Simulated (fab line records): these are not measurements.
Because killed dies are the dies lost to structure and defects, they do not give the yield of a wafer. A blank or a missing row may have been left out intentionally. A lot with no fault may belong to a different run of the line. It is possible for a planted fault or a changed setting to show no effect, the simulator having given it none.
What tool caused it? -- flow nandHarc -- 14 lots, 38 wafers sampled, at 3 steps of a route of 1302

== WHAT EACH GAUGE READ, for each wafer ==
NHARC_P_STI_INSPECT_11. Usual: rawDefectCount at 5.5, with a standard deviation of 2.6.
lot,measured,on,rawDefectCount,flag
L310,day 3 02:47,defectInspect-02,5 7 9,
L311,day 3 11:02,defectInspect-02,5 6 10,
L312,day 3 14:58,defectInspect-02,2 3 5,
L313,day 4 00:37,defectInspect-02,4 10 4,
L314,day 4 12:58,defectInspect-01,4 4 1,
L315,day 4 22:04,defectInspect-02,4 4 6,
L316,day 5 06:19,defectInspect-01,6 2 6,
L317,day 5 19:05,defectInspect-02,4 10 6,
L318,day 6 02:48,defectInspect-02,7 2 4,
L327,day 9 22:46,defectInspect-01,7,
L328,day 10 06:18,defectInspect-01,4,
L330,day 11 04:30,defectInspect-01,1 2 6,
L331,day 11 13:41,defectInspect-01,6 10 12,
L333,day 12 10:28,defectInspect-01,6 7 2,

NHARC_P_GATE_CD_MEAS_26: target cd 120 nm. Usual: cdNm at 120.0 nm, with a standard deviation of 0.65.
lot,measured,on,cdNm (nm),flag
L310,day 5 11:07,cdSem-03,119.4 119.9 119.6,
L311,day 5 16:55,cdSem-03,119.9 120.6 120.1,
L312,day 5 16:27,cdSem-02,120.2 120.8 120.9,
L313,day 6 17:37,cdSem-01,120.5 120.9 120.5,
L314,day 6 17:25,cdSem-02,119.8 119.4 120.7,
L315,day 7 11:23,cdSem-03,120.0 120.2 119.4,
L316,day 7 11:50,cdSem-03,119.8 119.8 119.2,
L317,day 8 00:34,cdSem-01,119.3 120.1 119.6,
L318,day 8 07:10,cdSem-01,120.2 119.5 119.8,
L327,day 12 01:57,cdSem-03,105.3 105.3,OFF
L328,day 12 10:28,cdSem-03,106.1 106.0,OFF
L330,day 13 08:11,cdSem-02,121.1 120.6 120.7,
L331,day 13 15:22,cdSem-02,119.0 118.7 119.7,
L333,day 14 18:17,cdSem-03,119.6 120.4 121.1,

== TOOL THAT RAN EACH LOT (tool first, then ch and the chambers of the sampled wafers, then the start) ==
lot,NHARC_P_GATE_PEB_24
L310,"lithoTrack-06 ch 0, day 5 11:02"
L311,"lithoTrack-06 ch 0, day 5 16:50"
L312,"lithoTrack-04 ch 0, day 5 16:22"
L313,"lithoTrack-01 ch 0, day 6 17:32"
L314,"lithoTrack-06 ch 0, day 6 17:20"
L315,"lithoTrack-06 ch 0, day 7 11:19"
L316,"lithoTrack-04 ch 0, day 7 11:46"
L317,"lithoTrack-06 ch 0, day 8 00:29"
L318,"lithoTrack-01 ch 0, day 8 07:05"
L327,"lithoTrack-04 ch 0, day 12 01:52"
L328,"lithoTrack-04 ch 0, day 12 10:22"
L330,"lithoTrack-06 ch 0, day 13 08:06"
L331,"lithoTrack-01 ch 0, day 13 15:17"
L333,"lithoTrack-06 ch 0, day 14 18:12"
- NHARC_P_GATE_PEB_24: peb time 65 s.

== AS READ BY THE TOOLS THEMSELVES (means over the sampled wafers that have a number; for cases with no such wafer, the mark the record gives instead) ==
The record holds no such reading with a usual standard deviation.

== THE ANSWER, worked out from the rows above alone ==
Rule: a lot counts as off when the mean over its wafers that have a number is more than 3 standard deviations away from the usual mean. A lot without any number at a reading at which 4 lots or more have one is off too. All remaining lots with rows at the step are treated as sound. First the gauges in route order, then the tools' own readings, where a lot's mean is used as printed above. The first step at which some lot is off is used, and at that step the reading that is off furthest; a lot without a number counts as furthest.
Off at NHARC_P_GATE_CD_MEAS_26 (cdNm): L327, L328.
If a tool, at a process step before that reading, ran all the lots that are off and no sound lot after the first of them, it fits. Gauges at NHARC_P_GATE_CD_MEAS_26: tried the same way as those tools. One fits: NHARC_P_GATE_PEB_24 on lithoTrack-04. A fault onset in the window from L316 (day 7 11:46, its last sound lot) to L327 (day 12 01:52, its first lot off) fits.

== WHAT HAD BEEN PUT IN BY THE SIMULATOR ==
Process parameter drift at NHARC_P_GATE_PEB_24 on lithoTrack-04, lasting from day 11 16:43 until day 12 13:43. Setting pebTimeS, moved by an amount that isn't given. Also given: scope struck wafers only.
Lots struck among those shown: L327, L328. The rule above found the same.
